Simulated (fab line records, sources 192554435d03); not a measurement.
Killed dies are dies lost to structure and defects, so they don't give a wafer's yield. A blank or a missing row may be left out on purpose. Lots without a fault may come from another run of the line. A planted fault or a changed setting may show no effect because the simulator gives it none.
fab line records	flow n5Finfet
[record] lots = 7	wafers = 21
route steps=1938 shown SDB@353 HKMG_FIN@402 MOL_CONTACT_COAG@532 BEOL_M0_CUTY@711 BEOL_M0@715
startH: hours from the record's first day to the start of the lot's first wafer shown	waitH: hours since the lot's step before	" unchanged from the row above	L1.1+2: a row that stands for several wafers	- no value, or no start was given	* or withheld: withheld	< > ~ a bound
route shown NAME@n: NAME is a module with steps in the file, n the number in the route of the first one	usual: mean/standard deviation taken from wafers without a fault	same: alike in all rows	chamber/n: place in a boat	sites: readings site by site	_std_site: standard deviation across them	_edge_site: inner sites' mean taken away from outer sites' mean	radiusMm: how far each site lies from the wafer's centre	mask NAME#n: copy n	behind: the last tool/chamber to shape the wafer	hold: what put the lot on hold/how long, in hours/how the hold closed	device: the n, p or np transistor that did not switch	end of line: at the end of the route, the tests of the same wafers	where a step has no rows: the recipe by itself	killed: count of dies lost to structure and defects at first sort (not the wafer's yield)	map: shows each die of a wafer: x if killed, . if not, _ if none is there
set.NAME: the setting the step ran with; set.NAME@STEP: the setting that earlier step ran with	model.NAME: the simulator's own value behind a step, which no gauge read
lots whose settings were changed on purpose; a table a step, a row a wafer
[[steps]]
[step N5_SDB_EXPOSE_08]
[recipe] maskId = SDB	na = 1.35	sourceShape = conventional	sigmaOuter = 0.5	polarization = unpolarized	doseMj = 49.6
lot.wafer	tool	chamber	startH	waitH	mask	set.doseMj
L078.4+6	arfiScanner-01	0	90.07	-	SDB#0	49.6
L078.5	"	0	"	"	SDB#0	52.91
L080.3+4+5	arfiScanner-01	0	102.06	-	SDB#0	49.6
L081.1+5	arfiScanner-01	0	108.32	-	SDB#0	50.88
L081.2	"	0	"	"	SDB#0	49.6
L084.1+4+5	arfiScanner-02	0	127.14	-	SDB#0	49.6
L093.1	arfiScanner-03	0	182.24	-	SDB#0	49.6
L093.3+6	"	0	"	"	SDB#0	51.57
L096.3+4+5	arfiScanner-01	0	197.60	-	SDB#0	49.6
L097.1+3+6	arfiScanner-01	0	205.18	-	SDB#0	49.6
[step N5_SDB_PEB_09]
[recipe] pebTempC = withheld	pebTimeS = 60	resist = CAR-ArF
[step N5_SDB_DEVELOP_10]
[recipe] developTimeS = 30	developer = TMAH	resist = CAR-ArF	rinseLiquid = diw	dry = airSpin	devTempC = 23
[step N5_SDB_CD_MEAS_11]
[recipe] targetCdNm = 50	landingEnergyEv = 500	detector = seInlens	polarity = opening
[usual] cdNm = 49.4/0.93
lot.wafer	tool	chamber	startH	waitH	set.doseMj@SDB_EXPOSE_08	cdNm
L078.4	cdSem-01	0	90.18	-	49.6	47.4
L078.5	"	0	"	"	52.91	55.8
L078.6	"	0	"	"	49.6	47.9
L080.3	cdSem-03	0	102.17	-	49.6	48.2
L080.4	"	0	"	"	49.6	48.8
L080.5	"	0	"	"	49.6	48.8
L081.1	cdSem-03	0	108.44	-	50.88	52.8
L081.2	"	0	"	"	49.6	50.7
L081.5	"	0	"	"	50.88	52.9
L084.1	cdSem-03	0	127.26	-	49.6	49.2
L084.4	"	0	"	"	49.6	49.1
L084.5	"	0	"	"	49.6	49.3
L093.1	cdSem-02	0	182.36	-	49.6	50.5
L093.3	"	0	"	"	51.57	54.6
L093.6	"	0	"	"	51.57	54.3
L096.3	cdSem-03	0	197.72	-	49.6	49.9
L096.4	"	0	"	"	49.6	48.7
L096.5	"	0	"	"	49.6	49.2
L097.1	cdSem-01	0	205.31	-	49.6	50.5
L097.3	"	0	"	"	49.6	50.9
L097.6	"	0	"	"	49.6	50.8
[step N5_SDB_DESCUM_16]
[recipe] chemistry = O2	timeS = 7.9	sourcePowerW = 50	biasPowerW = 20	pressureMtorr = 20	rfFrequencyHz = 2.712e+07	tempC = 40	resist = CAR-ArF	o2FlowSccm = 225
[step N5_SDB_ETCH_17]
[recipe] chemistry = CF4	target = SiARC	targetDepthA = 234	maskMaterial = CAR-ArF	timeS = 39	ionEnergyEv = 80	pressureMtorr = 40	sourceW = 545	biasW = 36	Ar_flow_sccm = 100	cf4FlowSccm = 100	ends = cleared
lot.wafer	tool	chamber	startH	waitH	set.doseMj@SDB_EXPOSE_08	model.SDB.cdOffsetNm
L078.4+6	rieDiel-01	2,3	90.30	0.0	49.6	-2.2
L078.5	"	0	"	"	52.91	6
L080.3	rieDiel-04	2	102.36	0.0	49.6	-1.8
L080.4	"	0	"	"	49.6	-1.2
L080.5	"	2	"	"	49.6	-1.4
L081.1	rieDiel-01	1	108.64	0.0	50.88	2.2
L081.2	"	0	"	"	49.6	0.8
L081.5	"	2	"	"	50.88	2.8
L084.1+4	rieDiel-03	3,2	127.45	0.0	49.6	-1
L084.5	"	0	"	"	49.6	-1.2
L093.1	rieDiel-04	0	182.52	0.0	49.6	0.6
L093.3	"	2	"	"	51.57	5
L093.6	"	0	"	"	51.57	4.4
L096.3	rieDiel-01	0	197.84	0.0	49.6	-0.4
L096.4	"	2	"	"	49.6	-1.4
L096.5	"	0	"	"	49.6	-0.8
L097.1+3	rieDiel-04	0,3	205.43	0.0	49.6	0.6
L097.6	"	0	"	"	49.6	1
[step N5_HKMG_FIN_ETCH_54]
[recipe] chemistry = CF4	target = SiARC	targetDepthA = 455	maskMaterial = CAR-ArF	timeS = 75.8	ionEnergyEv = 80	pressureMtorr = 40	sourceW = 545	biasW = 36	Ar_flow_sccm = 100	cf4FlowSccm = 100	ends = cleared
[usual] etchRfOnTimeS = 75.6/1.3	rfVppV = 184.1/1.1
lot.wafer	tool	chamber	startH	waitH	set.sourceW	etchRfOnTimeS	rfVppV
L078.4	rieDiel-01	0	96.19	0.0	495.4	82.8	190.2
L078.5	"	2	"	"	545	78.2	184.5
L078.6	"	1	"	"	495.4	82.9	188.6
L080.3	rieDiel-03	0	108.22	0.0	545	77.1	183.3
L080.4	"	1	"	"	545	75.5	183.5
L080.5	"	3	"	"	545	74.3	184.0
L081.1	rieDiel-04	2	115.08	0.0	545	76.8	183.2
L081.2	"	0	"	"	545	74.1	183.7
L081.5	"	3	"	"	628.9	67.6	177.2
L084.1	rieDiel-03	2	132.82	0.0	545	74.3	185.3
L084.4	"	3	"	"	626.7	65.4	174.0
L084.5	"	3	"	"	545	74.6	182.6
L093.1	rieDiel-03	1	188.04	0.0	545	75.5	182.4
L093.3	"	3	"	"	545	75.3	182.7
L093.6	"	2	"	"	461.2	88.2	197.2
L096.3	rieDiel-04	1	203.34	0.0	545	76.4	184.5
L096.4	"	3	"	"	465	88.3	195.6
L096.5	"	1	"	"	465	88.1	194.3
L097.1	rieDiel-03	1	210.95	0.0	576.7	70.1	180.4
L097.3	"	3	"	"	545	74.5	182.9
L097.6	"	1	"	"	576.7	70.6	179.4
[step N5_HKMG_FIN_ETCH_58]
[recipe] chemistry = N2/H2	target = SOC	targetDepthA = 2158	ionEnergyEv = 50	biasW = 13	timeS = 741	pressureMtorr = 30	sourceW = 875	n2FlowSccm = 200	h2FlowSccm = 200
[usual] rfVppV = 99.2/1.1
lot.wafer	tool	chamber	startH	waitH	set.biasW	rfVppV
L078.4	rieDiel-01	0	96.45	0.0	13	99.6
L078.5	"	2	"	"	13	99.6
L078.6	"	1	"	"	13	98.7
L080.3	rieDiel-03	0	108.49	0.0	13	100.3
L080.4	"	1	"	"	13	97.7
L080.5	"	3	"	"	13	96.8
L081.1	rieDiel-04	2	115.34	0.0	13	99.3
L081.2	"	0	"	"	13	99.0
L081.5	"	3	"	"	13	99.7
L084.1	rieDiel-03	2	133.09	0.0	13	100.1
L084.4	"	3	"	"	13	100.0
L084.5	"	3	"	"	15.19	108.8
L093.1	rieDiel-03	1	188.31	0.0	13	99.9
L093.3	"	3	"	"	13	98.5
L093.6	"	2	"	"	13	98.9
L096.3	rieDiel-04	1	203.60	0.0	13	99.7
L096.4	"	3	"	"	12.34	96.7
L096.5	"	1	"	"	12.34	97.5
L097.1	rieDiel-03	1	211.22	0.0	13	100.2
L097.3	"	3	"	"	13	97.0
L097.6	"	1	"	"	11.1	90.5
[step N5_HKMG_FIN_EXPOSE_09]
[recipe] maskId = NWFM	na = 1.35	sourceShape = conventional	sigmaOuter = 0.8	polarization = unpolarized	doseMj = 39.25
lot.wafer	tool	chamber	startH	waitH	mask	set.doseMj
L078.4+5+6	arfiScanner-02	0	99.59	-	NWFM#0	39.25
L080.3+4+5	arfiScanner-01	0	111.35	-	NWFM#0	39.25
L081.1+5	arfiScanner-03	0	118.21	-	NWFM#0	39.25
L081.2	"	0	"	"	NWFM#0	40.73
L084.1+5	arfiScanner-02	0	135.86	-	NWFM#0	39.25
L084.4	"	0	"	"	NWFM#0	41.9
L093.1	arfiScanner-02	0	191.25	-	NWFM#0	39.25
L093.3+6	"	0	"	"	NWFM#0	40.64
L096.3+4	arfiScanner-02	0	206.47	-	NWFM#0	36.4
L096.5	"	0	"	"	NWFM#0	39.25
L097.1+6	arfiScanner-03	0	214.08	-	NWFM#0	41.85
L097.3	"	0	"	"	NWFM#0	39.25
[step N5_HKMG_FIN_PEB_10]
[recipe] pebTempC = withheld	pebTimeS = 60	resist = CAR-ArF
[step N5_HKMG_FIN_DEVELOP_11]
[recipe] developTimeS = 30	developer = TMAH	resist = CAR-ArF	devTempC = 23	rinseLiquid = diw	dry = airSpin
[step N5_HKMG_FIN_CD_MEAS_12]
[recipe] targetCdNm = 92.8	landingEnergyEv = 500	detector = seInlens
[usual] cdNm = 92.6/0.46
lot.wafer	tool	chamber	startH	waitH	set.doseMj@HKMG_FIN_EXPOSE_09	cdNm
L078.4	cdSem-02	0	99.70	-	39.25	92.0
L078.5	"	0	"	"	39.25	92.4
L078.6	"	0	"	"	39.25	92.5
L080.3	cdSem-02	0	111.47	-	39.25	92.9
L080.4	"	0	"	"	39.25	92.1
L080.5	"	0	"	"	39.25	93.0
L081.1	cdSem-01	0	118.33	-	39.25	92.7
L081.2	"	0	"	"	40.73	95.4
L081.5	"	0	"	"	39.25	92.6
L084.1	cdSem-01	0	135.98	-	39.25	92.6
L084.4	"	0	"	"	41.9	96.8
L084.5	"	0	"	"	39.25	93.0
L093.1	cdSem-01	0	191.37	-	39.25	92.1
L093.3	"	0	"	"	40.64	95.7
L093.6	"	0	"	"	40.64	95.2
L096.3	cdSem-01	0	206.59	-	36.4	87.3
L096.4	"	0	"	"	36.4	87.9
L096.5	"	0	"	"	39.25	92.5
L097.1	cdSem-01	0	214.21	-	41.85	96.2
L097.3	"	0	"	"	39.25	93.2
L097.6	"	0	"	"	41.85	96.7
[step N5_MOL_CONTACT_COAG_ETCH_106]
[recipe] chemistry = N2/H2	target = SOC	targetDepthA = 800	overetchA = 160	maskMaterial = SiARC	tempC = 40	timeS = 120	ionEnergyEv = 200	pressureMtorr = 30	sourceW = 840	biasW = 150	n2FlowSccm = 200	h2FlowSccm = 200
[usual] rfVppV = 523.2/2.3
lot.wafer	tool	chamber	startH	waitH	set.sourceW	rfVppV
L078.4	rieDiel-01	1	112.21	0.0	840	522.7
L078.5	"	1	"	"	702.6	555.6
L078.6	"	0	"	"	702.6	553.6
L080.3	rieDiel-01	3	124.55	0.0	840	523.4
L080.4	"	1	"	"	840	523.6
L080.5	"	0	"	"	840	522.1
L081.1	rieDiel-01	0	131.30	0.0	774.2	535.8
L081.2	"	2	"	"	774.2	538.2
L081.5	"	1	"	"	840	521.9
L084.1	rieDiel-01	1	148.84	0.0	840	522.0
L084.4	"	0	"	"	840	521.3
L084.5	"	1	"	"	840	522.8
L093.1	rieDiel-03	0	203.92	0.0	840	524.0
L093.3	"	1	"	"	926.1	506.7
L093.6	"	0	"	"	926.1	507.5
L096.3	rieDiel-03	3	219.28	0.0	746.4	542.4
L096.4	"	3	"	"	746.4	541.2
L096.5	"	0	"	"	746.4	544.2
L097.1	rieDiel-03	1	226.50	0.0	793.9	531.8
L097.3	"	0	"	"	793.9	532.1
L097.6	"	3	"	"	793.9	530.8
[step N5_MOL_CONTACT_COAG_CONTACT_ETCH_14]
[recipe] chemistry = C4F6/O2	target = SiO2	targetDepthA = 275	overetchA = 85	maskMaterial = SOC	pressureMtorr = 30	sourceW = 370	biasW = 185	Ar_flow_sccm = 300	C4F6_flow_sccm = 16	O2_flow_sccm = 10	timeS = 20	ionEnergyEv = 259.6
[usual] rfVppV = 691.8/3
lot.wafer	tool	chamber	startH	waitH	set.sourceW	rfVppV
L078.4	rieDiel-01	1	112.31	0.0	339.2	710.7
L078.5	"	1	"	"	339.2	709.6
L078.6	"	0	"	"	370	691.5
L080.3	rieDiel-01	3	124.65	0.0	370	690.3
L080.4	"	1	"	"	370	690.8
L080.5	"	0	"	"	370	689.6
L081.1	rieDiel-01	0	131.40	0.0	303.7	729.8
L081.2	"	2	"	"	370	693.8
L081.5	"	1	"	"	370	690.5
L084.1	rieDiel-01	1	148.94	0.0	334	712.3
L084.4	"	0	"	"	370	689.7
L084.5	"	1	"	"	370	690.8
L093.1	rieDiel-03	0	204.02	0.0	370	691.1
L093.3	"	1	"	"	370	689.8
L093.6	"	0	"	"	336.4	714.0
L096.3	rieDiel-03	3	219.38	0.0	400.8	668.9
L096.4	"	3	"	"	370	688.0
L096.5	"	0	"	"	400.8	676.3
L097.1	rieDiel-03	1	226.60	0.0	370	690.2
L097.3	"	0	"	"	407.2	673.5
L097.6	"	3	"	"	407.2	664.1
[step N5_MOL_CONTACT_COAG_ALD_27]
[recipe] material = SiOC	targetThkA = 170	tempC = 400	aldPrecursorFamily = carbosiloxane	aldCoReactant = H2-plasma	pulseTimeS = 1.5	timeS = 2720	purgeTimeS = 2	coReactantPurgeTimeS = 2	aldCycles = 340	pressureTorr = 2
lot.wafer	tool	chamber	startH	waitH	set.timeS	set.sourceW@MOL_CONTACT_COAG_CONTACT_ETCH_14	model.SiOC_of_MOL_CONTACT_COAG_ALD_27.thkNm
L078.4	aldSin-03	3	118.57	0.0	3037	339.2	17.2
L078.5	"	0	"	"	2720	339.2	17
L078.6	"	3	"	"	2720	370	17
L080.3+4+5	aldSin-03	3,2,2	132.77	0.0	2720	370	17
L081.1	aldSin-02	1	140.09	0.0	3331	303.7	17
L081.2	"	2	"	"	3331	370	17
L081.5	"	2	"	"	2720	370	17
L084.1	aldSin-01	0	157.48	0.0	2193	334	13.8
L084.4	"	0	"	"	2720	370	17.2
L084.5	"	3	"	"	2720	370	17
L093.1	aldSin-02	2	211.52	0.0	2124	370	13.2
L093.3	"	1	"	"	2124	370	13.4
L093.6	"	0	"	"	2720	336.4	17
L096.3+5	aldSin-01	1,2	225.35	0.0	2720	400.8	17
L096.4	"	2	"	"	2720	370	17
L097.1	aldSin-01	3	236.83	0.0	2479	370	15.4
L097.3+6	"	0,3	"	"	2720	407.2	17.2
[step N5_MOL_CONTACT_COAG_ALD_123]
[recipe] material = SiNx	targetThkA = 50	tempC = 400	aldPrecursorFamily = SiH2I2	aldCoReactant = N2/H2-plasma	pulseTimeS = 1	purgeTimeS = 2	coReactantPurgeTimeS = 2	aldCycles = 100	pressureTorr = 2
lot.wafer	tool	chamber	startH	waitH	set.aldCycles	model.SiNx_of_MOL_CONTACT_COAG_ALD_123.thkNm
L078.4+6	aldSin-01	2	120.47	0.0	87	4.4
L078.5	"	3	"	"	100	5
L080.3+4+5	aldSin-03	3,1,0	134.67	0.0	100	5
L081.1+5	aldSin-01	3,0	141.99	0.0	84	4.2
L081.2	"	1	"	"	100	5
L084.1+4	aldSin-01	3	159.53	0.2	106	5.2
L084.5	"	2	"	"	100	5
L093.1+6	aldSin-02	1,3	213.47	0.1	100	5
L093.3	"	3	"	"	109	5.4
L096.3+5	aldSin-03	3,1	227.52	0.3	109	5.4
L096.4	"	2	"	"	100	5
L097.1+6	aldSin-03	1	240.25	1.6	100	5
L097.3	"	0	"	"	111	5.6
[step N5_MOL_CONTACT_COAG_ALD_133]
[recipe] material = SiO2	targetThkA = 50	tempC = 100	aldPrecursorFamily = BDEAS	aldCoReactant = O2-plasma	pulseTimeS = 1	coReactantPulseTimeS = 1	purgeTimeS = 2	coReactantPurgeTimeS = 2	aldCycles = 35	pressureTorr = 2
lot.wafer	tool	chamber	startH	waitH	set.aldCycles	model.SiO2_of_MOL_CONTACT_COAG_ALD_133.thkNm
L078.4+6	aldSin-01	2,1	123.34	0.2	37	5.2
L078.5	"	0	"	"	35	5
L080.3+4+5	aldSin-02	1,3,0	137.19	0.1	35	5
L081.1+2	aldSin-01	2,1	144.51	0.1	33	4.8
L081.5	"	2	"	"	35	5
L084.1	aldSin-03	0	162.44	0.1	35	5
L084.4+5	"	2	"	"	39	5.6
L093.1+3+6	aldSin-01	1,3,1	215.82	0.1	35	5
L096.3+4+5	aldSin-01	3,2,0	230.71	0.1	35	5
L097.1+3	aldSin-03	0,2	243.91	0.3	32	4.6
L097.6	"	0	"	"	35	5
[step N5_MOL_CONTACT_COAG_VIA_ETCH_117]
[recipe] chemistry = C4F6/O2	targetDepthA = 400	overetchA = 80	maskMaterial = SOC	target = SiO2	biasW = 455	pressureMtorr = 10	timeS = 26	sourceW = 325	Ar_flow_sccm = 300	C4F6_flow_sccm = 10	O2_flow_sccm = 10	ionEnergyEv = 575.3	ends = endPoint
[usual] rfVppV = 1589/15
lot.wafer	tool	chamber	startH	waitH	set.biasW	rfVppV
L078.4	rieDiel-03	0	123.68	0.0	455	1609
L078.5	"	0	"	"	455	1609
L078.6	"	1	"	"	455	1572
L080.3	rieDiel-01	2	137.52	0.0	455	1589
L080.4	"	3	"	"	455	1576
L080.5	"	1	"	"	455	1588
L081.1	rieDiel-01	1	144.85	0.0	455	1587
L081.2	"	3	"	"	433.9	1522
L081.5	"	3	"	"	433.9	1520
L084.1	rieDiel-01	1	162.78	0.0	455	1588
L084.4	"	3	"	"	487.8	1660
L084.5	"	2	"	"	455	1590
L093.1	rieDiel-04	1	216.16	0.0	455	1615
L093.3	"	0	"	"	455	1566
L093.6	"	3	"	"	455	1614
L096.3	rieDiel-01	0	231.09	0.0	455	1594
L096.4	"	2	"	"	379.5	1386
L096.5	"	3	"	"	379.5	1375
L097.1	rieDiel-03	0	244.39	0.0	455	1608
L097.3	"	3	"	"	455	1564
L097.6	"	3	"	"	455	1564
[step N5_MOL_CONTACT_COAG_ETCH_124]
[recipe] chemistry = CH3F/O2	target = SiNx	targetDepthA = 65	maskMaterial = SOC	stopOn = SiOC	overEtchFrac = 0.3	ionEnergyEv = 120	pressureMtorr = 30	sourceW = 395	biasW = 73	Ar_flow_sccm = 150	CH3F_flow_sccm = 30	O2_flow_sccm = 20	ends = endPoint
lot.wafer	tool	chamber	startH	waitH	set.aldCycles@MOL_CONTACT_COAG_ALD_123	model.etch.depthNm
L078.4	rieDiel-03	0	123.71	0.0	87	4.349
L078.5	"	0	"	"	100	5.009
L078.6	"	1	"	"	87	4.359
L080.3	rieDiel-01	2	137.55	0.0	100	5
L080.4	"	3	"	"	100	4.978
L080.5	"	1	"	"	100	4.985
L081.1	rieDiel-01	1	144.87	0.0	84	4.148
L081.2	"	3	"	"	100	4.981
L081.5	"	3	"	"	84	4.188
L084.1	rieDiel-01	1	162.81	0.0	106	5.256
L084.4	"	3	"	"	106	5.238
L084.5	"	2	"	"	100	4.966
L093.1	rieDiel-04	1	216.19	0.0	100	4.977
L093.3	"	0	"	"	109	5.455
L093.6	"	3	"	"	100	4.978
L096.3	rieDiel-01	0	231.12	0.0	109	5.459
L096.4	"	2	"	"	100	5
L096.5	"	3	"	"	109	5.473
L097.1	rieDiel-03	0	244.42	0.0	100	4.994
L097.3	"	3	"	"	111	5.545
L097.6	"	3	"	"	100	4.98
[step N5_BEOL_M0_CUTY_DESCUM_61]
[recipe] chemistry = O2	timeS = 7.9	sourcePowerW = 50	biasPowerW = 20	pressureMtorr = 20	rfFrequencyHz = 2.712e+07	tempC = 40	resist = CAR-ArF-block	o2FlowSccm = 225
lot.wafer	tool	chamber	startH	waitH	set.timeS	model.CAR-ArF-block_of_BEOL_M0_CUTY_COAT_51.thkNm
L078.4	rieDiel-01	1	135.56	0.0	6.299	144.2
L078.5	"	3	"	"	7.9	143.4
L078.6	"	2	"	"	6.299	144.4
L080.3	rieDiel-01	1	148.47	0.4	7.9	144
L080.4	"	2	"	"	7.9	143.8
L080.5	"	2	"	"	7.9	144.2
L081.1+2	rieDiel-03	0,2	158.88	0.0	8.807	143
L081.5	"	2	"	"	7.9	143.6
L084.1	rieDiel-03	3	174.76	0.0	6.471	144.2
L084.4	"	2	"	"	6.471	144.6
L084.5	"	1	"	"	7.9	144
L093.1	rieDiel-03	3	231.01	0.2	7.9	142.8
L093.3	"	0	"	"	7.9	143
L093.6	"	2	"	"	8.756	142.6
L096.3	rieDiel-03	0	243.51	0.4	8.713	143.4
L096.4	"	1	"	"	7.9	143.8
L096.5	"	1	"	"	7.9	144
L097.1	rieDiel-01	3	256.02	0.0	7.9	143.8
L097.3+6	"	0	"	"	8.451	143.4
[step N5_BEOL_M0_CUTY_ETCH_62]
[recipe] chemistry = CF4	target = SiARC	maskMaterial = CAR-ArF-block	timeS = 58.5	ionEnergyEv = 80	pressureMtorr = 40	sourceW = 545	biasW = 36	Ar_flow_sccm = 100	cf4FlowSccm = 100	ends = cleared
lot.wafer	tool	chamber	startH	waitH	set.timeS@BEOL_M0_CUTY_DESCUM_61	model.CAR-ArF-block_of_BEOL_M0_CUTY_COAT_51.thkNm
L078.4	rieDiel-01	1	135.60	0.0	6.299	119.2
L078.5	"	3	"	"	7.9	118.2
L078.6	"	2	"	"	6.299	119.4
L080.3+4	rieDiel-01	1,2	148.51	0.0	7.9	118.8
L080.5	"	2	"	"	7.9	119
L081.1+2	rieDiel-03	0,2	158.91	0.0	8.807	117.8
L081.5	"	2	"	"	7.9	118.6
L084.1	rieDiel-03	3	174.80	0.0	6.471	119
L084.4	"	2	"	"	6.471	119.6
L084.5	"	1	"	"	7.9	119
L093.1+3	rieDiel-03	3,0	231.05	0.0	7.9	117.8
L093.6	"	2	"	"	8.756	117.4
L096.3	rieDiel-03	0	243.54	0.0	8.713	118.4
L096.4+5	"	1	"	"	7.9	118.8
L097.1	rieDiel-01	3	256.05	0.0	7.9	118.8
L097.3	"	0	"	"	8.451	118.2
L097.6	"	0	"	"	8.451	118.4
[step N5_BEOL_M0_ETCH_138]
[recipe] chemistry = CH3F/O2	targetDepthA = 120	target = SiCN	timeS = 31.6	ionEnergyEv = 120	pressureMtorr = 30	sourceW = 395	biasW = 75	Ar_flow_sccm = 150	CH3F_flow_sccm = 30	O2_flow_sccm = 20	ends = cleared
[usual] rfVppV = 297.2/1.7
lot.wafer	tool	chamber	startH	waitH	set.sourceW	rfVppV
L078.4	rieDiel-01	1	135.77	0.0	395	295.5
L078.5	"	3	"	"	395	297.7
L078.6	"	2	"	"	395	297.0
L080.3	rieDiel-01	1	148.68	0.0	395	295.2
L080.4	"	2	"	"	395	296.7
L080.5	"	2	"	"	395	297.9
L081.1	rieDiel-03	0	159.08	0.0	454.5	284.1
L081.2	"	2	"	"	454.5	286.2
L081.5	"	2	"	"	454.5	286.8
L084.1	rieDiel-03	3	174.97	0.0	325.2	314.4
L084.4	"	2	"	"	325.2	319.9
L084.5	"	1	"	"	325.2	317.6
L093.1	rieDiel-03	3	231.22	0.0	438.2	285.8
L093.3	"	0	"	"	395	295.8
L093.6	"	2	"	"	395	299.1
L096.3	rieDiel-03	0	243.71	0.0	443.6	284.9
L096.4	"	1	"	"	443.6	285.1
L096.5	"	1	"	"	395	296.0
L097.1	rieDiel-01	3	256.22	0.0	443.4	286.2
L097.3	"	0	"	"	443.4	283.9
L097.6	"	0	"	"	443.4	285.0
[[key]]
[split] step = N5_SDB_EXPOSE_08	setting = doseMj	stated = 49.6	by = wafer
[response] step = N5_SDB_CD_MEAS_11	reading = cdNm	change = +1.13	per = 1%	r = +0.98
[response] step = N5_SDB_ETCH_17	reading = model.SDB.cdOffsetNm	change = +1.13	per = 1%	r = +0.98
[split] step = N5_HKMG_FIN_ETCH_54	setting = sourceW	stated = 545	by = wafer
[response] step = N5_HKMG_FIN_ETCH_54	reading = etchRfOnTimeS	change = *	per = 1%	r = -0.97
[response] step = N5_HKMG_FIN_ETCH_54	reading = rfVppV	change = -0.666	per = 1%	r = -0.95
[split] step = N5_HKMG_FIN_ETCH_58	setting = biasW	stated = 13	by = wafer
[response] step = N5_HKMG_FIN_ETCH_58	reading = rfVppV	change = +0.533	per = 1%	r = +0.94
[split] step = N5_HKMG_FIN_EXPOSE_09	setting = doseMj	stated = 39.25	by = wafer
[response] step = N5_HKMG_FIN_CD_MEAS_12	reading = cdNm	change = +0.627	per = 1%	r = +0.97
[split] step = N5_MOL_CONTACT_COAG_ETCH_106	setting = sourceW	stated = 840	by = wafer
[response] step = N5_MOL_CONTACT_COAG_ETCH_106	reading = rfVppV	change = -1.88	per = 1%	r = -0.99
[split] step = N5_MOL_CONTACT_COAG_CONTACT_ETCH_14	setting = sourceW	stated = 370	by = wafer
[response] step = N5_MOL_CONTACT_COAG_CONTACT_ETCH_14	reading = rfVppV	change = -2.17	per = 1%	r = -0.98
[response] step = N5_MOL_CONTACT_COAG_ALD_27	reading = model.SiOC_of_MOL_CONTACT_COAG_ALD_27.thkNm	shape = bent	atLowest = 17	atStated = 16.27	atHighest = 17.2
[split] step = N5_MOL_CONTACT_COAG_ALD_27	setting = timeS	stated = 2720	by = wafer
[response] step = N5_MOL_CONTACT_COAG_ALD_27	reading = model.SiOC_of_MOL_CONTACT_COAG_ALD_27.thkNm	shape = bent	atLowest = 13.3	atStated = 17.04	atHighest = 17
[split] step = N5_MOL_CONTACT_COAG_ALD_123	setting = aldCycles	stated = 100	by = wafer
[response] step = N5_MOL_CONTACT_COAG_ALD_123	reading = model.SiNx_of_MOL_CONTACT_COAG_ALD_123.thkNm	change = +0.0478	per = 1%	r = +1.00
[response] step = N5_MOL_CONTACT_COAG_ETCH_124	reading = model.etch.depthNm	change = +0.0509	per = 1%	r = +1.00
[split] step = N5_MOL_CONTACT_COAG_ALD_133	setting = aldCycles	stated = 35	by = wafer
[response] step = N5_MOL_CONTACT_COAG_ALD_133	reading = model.SiO2_of_MOL_CONTACT_COAG_ALD_133.thkNm	change = +0.0467	per = 1%	r = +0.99
[split] step = N5_MOL_CONTACT_COAG_VIA_ETCH_117	setting = biasW	stated = 455	by = wafer
[response] step = N5_MOL_CONTACT_COAG_VIA_ETCH_117	reading = rfVppV	change = +12.5	per = 1%	r = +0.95
[split] step = N5_BEOL_M0_CUTY_DESCUM_61	setting = timeS	stated = 7.9	by = wafer
[response] step = N5_BEOL_M0_CUTY_DESCUM_61	reading = model.CAR-ArF-block_of_BEOL_M0_CUTY_COAT_51.thkNm	change = -0.0381	per = 1%	r = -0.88
[response] step = N5_BEOL_M0_CUTY_ETCH_62	reading = model.CAR-ArF-block_of_BEOL_M0_CUTY_COAT_51.thkNm	change = -0.0428	per = 1%	r = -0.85
[split] step = N5_BEOL_M0_ETCH_138	setting = sourceW	stated = 395	by = wafer
[response] step = N5_BEOL_M0_ETCH_138	reading = rfVppV	change = -0.969	per = 1%	r = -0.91
